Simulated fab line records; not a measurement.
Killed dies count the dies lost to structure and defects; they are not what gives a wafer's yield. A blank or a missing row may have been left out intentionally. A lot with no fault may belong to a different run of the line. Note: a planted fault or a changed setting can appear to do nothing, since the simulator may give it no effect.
fab line records	flow n5_finfet
record lots=6	wafers=18	last_day=18
route steps=1938 shown BEOL_M14@1750
lots untouched by any fault: they come from a run of this same line in which no faults occurred
start_h: hours from the record's opening day to when the first of the lot's shown wafers began	wait_h: hours elapsed since this lot's preceding step	" identical to the entry in the row above	L1.1+2: one row covering several wafers at once	- no value, or no start given	* or withheld: withheld	< > ~ a bound
route shown NAME@n: a module of which the file shows steps, and the number in the route of the first	usual: mean/standard deviation of fault-free wafers	same: alike in all rows	chamber/n: place in a boat	sites: each site's reading	_std_site: the values' standard deviation	_edge_site: outer sites' mean less inner sites'	radius_mm: for every site, how far away it sits from the centre of the wafer	mask NAME#n: copy n	behind: the most recent tool/chamber to have shaped the wafer	hold: why the lot went on hold/how many hours it stayed there/how the hold came to an end	device: which transistor (n, p or np) failed to switch	end of line: at the end of the route, the tests of the same wafers	where a step has no rows: the recipe by itself	killed: not the wafer's yield, but the dies lost to structure and defects at the first sort	map: a wafer's dies, marking killed ones x, the rest . and places with no die _
set.NAME: the run value of the setting; set.NAME@STEP: its run value at that earlier step	model.NAME: the simulator's own value behind a step, which no gauge read
lots at selected steps of the route; one table per step, one row per wafer
services: the hour from which a tool's chamber was out of use, counted from the record's first day as start_h (under 0 if before that day), plus the number of hours and why
## steps
# step N5_BEOL_M14_ETCH_67
# recipe chemistry=CF4	target=SiARC	target_depth_a=1430	time_s=238.3	ion_energy_ev=80	pressure_mtorr=40	source_w=545	bias_w=36	Ar_flow_sccm=100	cf4_flow_sccm=100	ends=cleared
# step N5_BEOL_M14_ETCH_68
# recipe chemistry=N2/H2	target=SOC	mask_material=SiARC	source_w=3000	bias_w=350	temp_c=40	time_s=450	ion_energy_ev=200	pressure_mtorr=30	n2_flow_sccm=200	h2_flow_sccm=200
# step N5_BEOL_M14_STRIP_69
# recipe chemistry=N2/H2	temp_c=40	n2_flow_sccm=200	h2_flow_sccm=200	rf_frequency_hz=6e+07
# step N5_BEOL_M14_TRENCH_ETCH_34
# recipe chemistry=C4F8/O2/Ar	target=SiO2	target_depth_a=5566.5	mask_material=SOC	he_inner_torr=15	he_outer_torr=30	time_s=126.9	ion_energy_ev=800	pressure_mtorr=20	source_w=1905	bias_w=2040	Ar_flow_sccm=400	C4F8_flow_sccm=16	O2_flow_sccm=12
# step N5_BEOL_M14_STRIP_70
# recipe chemistry=C4F8/O2/Ar	resist=SiARC	rf_frequency_hz=6e+07
# step N5_BEOL_M14_OCD_MEAS_35
# usual trench_depth_nm=558/7.9
lot.wafer	tool	chamber	start_h	wait_h	trench_depth_nm
L425.1	ocd-02	-	300.62	0.0	566
L425.3	"	-	"	"	552
L425.4	"	-	"	"	564
L429.3	ocd-01	-	319.65	0.0	555
L429.4	"	-	"	"	573
L429.5	"	-	"	"	565
L433.2	ocd-02	-	335.70	0.0	548
L433.3	"	-	"	"	547
L433.6	"	-	"	"	543
L432.3	ocd-02	-	348.88	0.0	553
L432.4	"	-	"	"	551
L432.5	"	-	"	"	558
L436.3	ocd-01	-	364.78	0.0	558
L436.4	"	-	"	"	553
L436.6	"	-	"	"	569
L443.4	ocd-02	-	414.60	0.0	545
L443.5	"	-	"	"	557
L443.6	"	-	"	"	558
# step N5_BEOL_M14_STRIP_37
# recipe chemistry=O2	power_w=600	temp_c=60	pressure_mtorr=30	rf_frequency_hz=6e+07	bias_power_w=0	overash_fraction=0.3	o2_flow_sccm=225
# usual drypump_motor_current_A=5.9/0.37	oes_product_au=0.81/0.079	rf_vpp_V=3.8/1	showerhead_plenum_p_Torr=2.12/0.099	throttle_valve_pct=16.57/0.18
# same bias_power_w=0
lot.wafer	tool	chamber	start_h	wait_h	drypump_motor_current_A	oes_product_au	rf_hours_counter_h	rf_vpp_V	showerhead_plenum_p_Torr	throttle_valve_pct
L425.1	rie_diel-02	3	301.48	0.9	5.9	0.70	230	2.4	2.15	16.60
L425.3	"	2	"	"	6.4	0.90	31	1.8	2.04	16.44
L425.4	"	0	"	"	5.3	0.80	81	4.6	2.21	16.43
L429.3	rie_diel-02	1	319.75	0.1	5.5	0.76	134	3.3	2.19	16.66
L429.4	"	2	"	"	6.4	0.90	36	3.9	2.04	16.47
L429.5	"	3	"	"	5.9	0.70	-	4.9	2.15	16.59
L433.2	rie_diel-05	2	335.74	0.0	5.8	0.83	66	3.4	2.22	16.58
L433.3	"	0	"	"	5.5	0.71	214	3.7	2.16	16.58
L433.6	"	2	"	"	5.8	0.82	-	3.0	2.22	16.60
L432.3	rie_diel-02	0	350.35	1.5	5.3	0.79	99	3.6	2.20	16.47
L432.4	"	2	"	"	6.4	0.88	47	4.9	2.04	16.45
L432.5	"	3	"	"	5.9	0.69	-	3.9	2.15	16.63
L436.3	rie_diel-04	3	365.25	0.5	6.0	0.93	9	3.5	2.06	16.31
L436.4	"	2	"	"	6.1	0.78	124	5.9	2.01	16.84
L436.6	"	2	"	"	6.1	0.78	-	5.4	2.01	16.87
L443.4	rie_diel-02	2	417.38	2.8	6.3	0.84	-	3.0	2.03	16.55
L443.5	"	0	"	"	5.3	0.77	-	4.1	2.19	16.53
L443.6	"	1	"	"	5.5	0.74	-	4.8	2.18	16.73
# step N5_BEOL_M14_ETCH_38
# recipe chemistry=CF4/N2	target=SiCN	target_depth_a=1065	taper_deg=2	time_s=120.6	ion_energy_ev=150	mask_material=SiO2	pressure_mtorr=40	source_w=430	bias_w=70	Ar_flow_sccm=100	cf4_flow_sccm=60	n2_flow_sccm=60
# usual drypump_motor_current_A=5.9/0.38	oes_product_au=0.81/0.079	rf_vpp_V=383.1/2.5	showerhead_plenum_p_Torr=2.24/0.096	throttle_valve_pct=15.35/0.22
# same time_s=120.6
lot.wafer	tool	chamber	start_h	wait_h	drypump_motor_current_A	oes_product_au	rf_hours_counter_h	rf_vpp_V	showerhead_plenum_p_Torr	throttle_valve_pct
L425.1	rie_diel-02	3	-	-	5.9	0.70	230	384.4	2.26	15.37
L425.3	"	2	"	"	6.4	0.91	31	382.1	2.16	15.22
L425.4	"	0	"	"	5.3	0.80	81	384.1	2.32	15.22
L429.3	rie_diel-02	1	-	-	5.5	0.77	134	385.2	2.31	15.48
L429.4	"	2	"	"	6.4	0.91	36	380.1	2.16	15.22
L429.5	"	3	"	"	5.9	0.69	-	381.9	2.26	15.40
L433.2	rie_diel-05	2	-	-	5.8	0.83	66	384.4	2.33	15.37
L433.3	"	0	"	"	5.5	0.72	214	384.7	2.27	15.39
L433.6	"	2	"	"	5.8	0.83	-	385.2	2.33	15.37
L432.3	rie_diel-02	0	-	-	5.3	0.77	99	384.7	2.31	15.25
L432.4	"	2	"	"	6.4	0.87	47	382.0	2.15	15.25
L432.5	"	3	"	"	5.9	0.69	-	382.7	2.26	15.41
L436.3	rie_diel-04	3	-	-	6.0	0.95	9	381.6	2.16	14.99
L436.4	"	2	"	"	6.1	0.79	124	378.9	2.13	15.69
L436.6	"	2	"	"	6.1	0.79	-	379.4	2.13	15.71
L443.4	rie_diel-02	2	-	-	6.4	0.85	-	380.7	2.14	15.32
L443.5	"	0	"	"	5.3	0.76	-	385.7	2.30	15.30
L443.6	"	1	"	"	5.5	0.73	-	384.5	2.30	15.53
# step N5_BEOL_M14_PRECLEAN_39
# recipe chemistry=residue_remover	time_s=60	temp_c=40
# step N5_BEOL_M14_SRD_40
# recipe time_s=30	temp_c=23	rinse_liquid=diw	dry=n2_spin	spin_rpm=1500	dry_time_s=30
# step N5_BEOL_M14_DEGAS_41
# recipe ambient=vacuum	temp_c=300	time_s=60
# usual heater_power_w=461/49
# same time_s=60
lot.wafer	tool	chamber	start_h	wait_h	heater_power_w
L425.1	pvd_sputter-01	-	301.87	0.2	517
L425.3	"	-	"	"	446
L425.4	"	-	"	"	396
L429.3	pvd_sputter-02	-	320.30	0.3	412
L429.4	"	-	"	"	452
L429.5	"	-	"	"	500
L433.2	pvd_sputter-02	-	336.02	0.1	512
L433.3	"	-	"	"	412
L433.6	"	-	"	"	572
L432.3	pvd_sputter-02	-	350.87	0.3	460
L432.4	"	-	"	"	422
L432.5	"	-	"	"	544
L436.3	pvd_sputter-01	-	365.68	0.2	399
L436.4	"	-	"	"	513
L436.6	"	-	"	"	403
L443.4	pvd_sputter-01	-	417.87	0.3	510
L443.5	"	-	"	"	442
L443.6	"	-	"	"	414
# step N5_BEOL_M14_PRE_CLEAN_42
# recipe gas=H2/He	time_s=30	temp_c=300
# usual heater_power_w=460/49
# same time_s=30
lot.wafer	tool	chamber	start_h	wait_h	heater_power_w
L425.1	pvd_sputter-01	-	301.91	0.0	498
L425.3	"	-	"	"	444
L425.4	"	-	"	"	406
L429.3	pvd_sputter-02	-	320.34	0.0	414
L429.4	"	-	"	"	440
L429.5	"	-	"	"	493
L433.2	pvd_sputter-02	-	336.06	0.0	506
L433.3	"	-	"	"	412
L433.6	"	-	"	"	542
L432.3	pvd_sputter-02	-	350.91	0.0	457
L432.4	"	-	"	"	410
L432.5	"	-	"	"	548
L436.3	pvd_sputter-01	-	365.72	0.0	399
L436.4	"	-	"	"	509
L436.6	"	-	"	"	400
L443.4	pvd_sputter-01	-	417.91	0.0	498
L443.5	"	-	"	"	436
L443.6	"	-	"	"	396
# step N5_BEOL_M14_SPUTTER_43
# recipe material=TaN	target_thk_a=150	temp_c=50	bias_v=168.6	power_w=15000	chamber_pressure_pa=0.12	time_s=24.19
# usual throttle_valve_pct=30.0/1.1
lot.wafer	tool	chamber	start_h	wait_h	throttle_valve_pct	model.TaN_of_BEOL_M14_SPUTTER_43.thk_nm
L425.1	pvd_sputter-01	-	301.95	0.0	29.4	15
L425.3	"	-	"	"	27.5	14.8
L425.4	"	-	"	"	30.0	15
L429.3	pvd_sputter-02	-	320.38	0.0	28.9	15
L429.4	"	-	"	"	31.6	15
L429.5	"	-	"	"	28.9	15
L433.2	pvd_sputter-02	-	336.10	0.0	28.7	15
L433.3	"	-	"	"	29.3	10.4
L433.6	"	-	"	"	31.6	15
L432.3	pvd_sputter-02	-	350.95	0.0	31.6	15.2
L432.4	"	-	"	"	29.4	10.6
L432.5	"	-	"	"	31.3	15.2
L436.3	pvd_sputter-01	-	365.76	0.0	30.2	15
L436.4	"	-	"	"	29.4	15
L436.6	"	-	"	"	30.2	15
L443.4	pvd_sputter-01	-	417.95	0.0	29.4	14.6
L443.5	"	-	"	"	30.5	14.8
L443.6	"	-	"	"	29.9	14.8
# step N5_BEOL_M14_SPUTTER_44
# recipe material=Ta	target_thk_a=150	temp_c=50	bias_v=80	power_w=15000	chamber_pressure_pa=0.07	time_s=24.19
# step N5_BEOL_M14_SPUTTER_45
# recipe material=Cu	target_thk_a=1000	temp_c=-20	bias_v=60	power_w=26000	chamber_pressure_pa=0.13	time_s=16.67
# step N5_BEOL_M14_ECD_47
# recipe material=Cu	target_thk_a=12480
# step N5_BEOL_M14_ANNEAL_48
# recipe temp_c=225	time_s=90	ambient=N2
# usual wafer_temp_C_max=226.3/0.41
# same time_s=90
lot.wafer	tool	chamber	start_h	wait_h	wafer_temp_C_max
L425.1	rtp_anneal-01	0	303.01	0.7	226.2
L425.3	"	0	"	"	226.3
L425.4	"	0	"	"	226.2
L429.3	rtp_anneal-01	0	322.76	2.0	225.7
L429.4	"	0	"	"	225.5
L429.5	"	0	"	"	225.9
L433.2	rtp_anneal-02	0	337.02	0.6	226.0
L433.3	"	0	"	"	226.2
L433.6	"	0	"	"	226.0
L432.3	rtp_anneal-01	0	351.56	0.2	225.8
L432.4	"	0	"	"	226.2
L432.5	"	0	"	"	226.0
L436.3	rtp_anneal-01	0	366.50	0.3	225.9
L436.4	"	0	"	"	226.0
L436.6	"	0	"	"	226.7
L443.4	rtp_anneal-01	0	419.68	1.3	225.6
L443.5	"	0	"	"	226.1
L443.6	"	0	"	"	225.9
# step N5_BEOL_M14_CMP_49
# recipe stop_on=SiO2	t_overpolish_s=5.2	down_force_psi=2	platen_rpm=80	clearing_platen_down_force_psi=2	clearing_platen_rpm=80	post_cmp_clean=cu_alkaline	target_thk_nm=560	clearing_platen_pad_velocity_m_s=1.5917	pad_velocity_m_s=1.5917
# usual barrier_field_endpoint_s=11.36/0.23	motor_current_A=8.1/0.67	slurry_filter_dp_kPa=13.50/0.15
lot.wafer	tool	chamber	start_h	wait_h	barrier_field_endpoint_s	motor_current_A	slurry_filter_dp_kPa
L425.3	cmp-04	2	303.31	0.2	11.35	8.4	13.61
L425.1	"	3	"	"	11.30	8.3	13.54
L425.4	"	0	"	"	11.32	7.6	13.52
L429.3	cmp-01	3	322.97	0.2	11.13	7.0	13.46
L429.4	"	0	"	"	11.01	7.9	13.57
L429.5	"	0	"	"	11.31	7.6	13.40
L433.3	cmp-01	1	337.54	0.3	9.82	9.1	13.53
L433.2	"	2	"	"	11.43	7.6	13.54
L433.6	"	1	"	"	11.59	9.0	13.63
L432.3	cmp-04	2	351.80	0.2	11.37	8.8	13.38
L432.4	"	0	"	"	9.59	7.4	13.38
L432.5	"	2	"	"	11.47	8.8	13.32
L436.3	cmp-01	3	366.78	0.2	11.10	6.5	13.50
L436.4	"	0	"	"	11.40	7.6	13.31
L436.6	"	1	"	"	11.27	9.1	13.49
L443.4	cmp-03	3	419.92	0.2	10.68	8.0	13.56
L443.6	"	1	"	"	10.73	8.3	13.36
L443.5	"	2	"	"	11.29	8.9	13.56
# step N5_BEOL_M14_THK_MEAS_50
# recipe thk_meas_gauge=xrf	reads=Cu_of_BEOL_M14_ECD_47
# usual M14_THK=554/8.1
lot.wafer	tool	chamber	start_h	wait_h	M14_THK[nm]
L425.1	film_metro-02	-	303.60	-	560
L425.3	"	-	"	"	542
L425.4	"	-	"	"	563
L429.3	film_metro-02	-	323.27	-	549
L429.4	"	-	"	"	566
L429.5	"	-	"	"	558
L433.2	film_metro-01	-	337.80	-	551
L433.3	"	-	"	"	553
L433.6	"	-	"	"	546
L432.3	film_metro-02	-	352.06	-	546
L432.4	"	-	"	"	554
L432.5	"	-	"	"	554
L436.3	film_metro-02	-	367.00	-	559
L436.4	"	-	"	"	554
L436.6	"	-	"	"	570
L443.4	film_metro-01	-	420.14	-	539
L443.5	"	-	"	"	553
L443.6	"	-	"	"	554
## services
tool	chamber	start_h	hours	kind
cmp-03	-	297.74	5.6	repair
cmp-04	-	306.38	0.4	repair
cmp-04	-	314.71	4.0	pm
cmp-04	-	318.71	-	consumable_replace:conditioner
cmp-04	-	318.71	-	consumable_replace:pad
rie_diel-02	3	321.37	8.5	repair
rie_diel-04	3	323.22	-	clean
rie_diel-04	3	323.22	-	consumable_replace:focus_ring
rie_diel-04	3	323.22	13.6	scheduled_down
rie_diel-04	3	323.22	13.6	vent_cycle
rtp_anneal-01	-	326.99	4.0	pm
rie_diel-05	3	337.33	15.2	repair
cmp-01	-	343.50	0.9	repair
rie_diel-02	1	356.92	13.5	repair
cmp-03	-	363.75	4.2	pm
rie_diel-04	0	404.31	19.7	repair
cmp-04	-	408.43	2.8	repair
pvd_sputter-01	-	415.17	1.8	repair
## key
first_sign step=N5_BEOL_M14_CMP_49	reading=barrier_field_endpoint_s	direction=down	sigmas=7.1	usual=11.36	struck=9.70
effect none on later readings
model_effect step=N5_BEOL_M14_SPUTTER_43	value=TaN_of_BEOL_M14_SPUTTER_43.thk_nm	without=15.1	struck=10.5
met_at N5_BEOL_M14_SPUTTER_43
struck_wafers L432.4,L433.3
onset_between 320.38 336.10
fault kind=process_parameter_drift	tool=pvd_sputter-02	chamber=-	onset_h=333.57	steps=N5_BEOL_M14_SPUTTER_43	channel=time_s	offset=*	shape=step	end_h=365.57	acts_in=*	stated=*	scope=struck_wafers_only
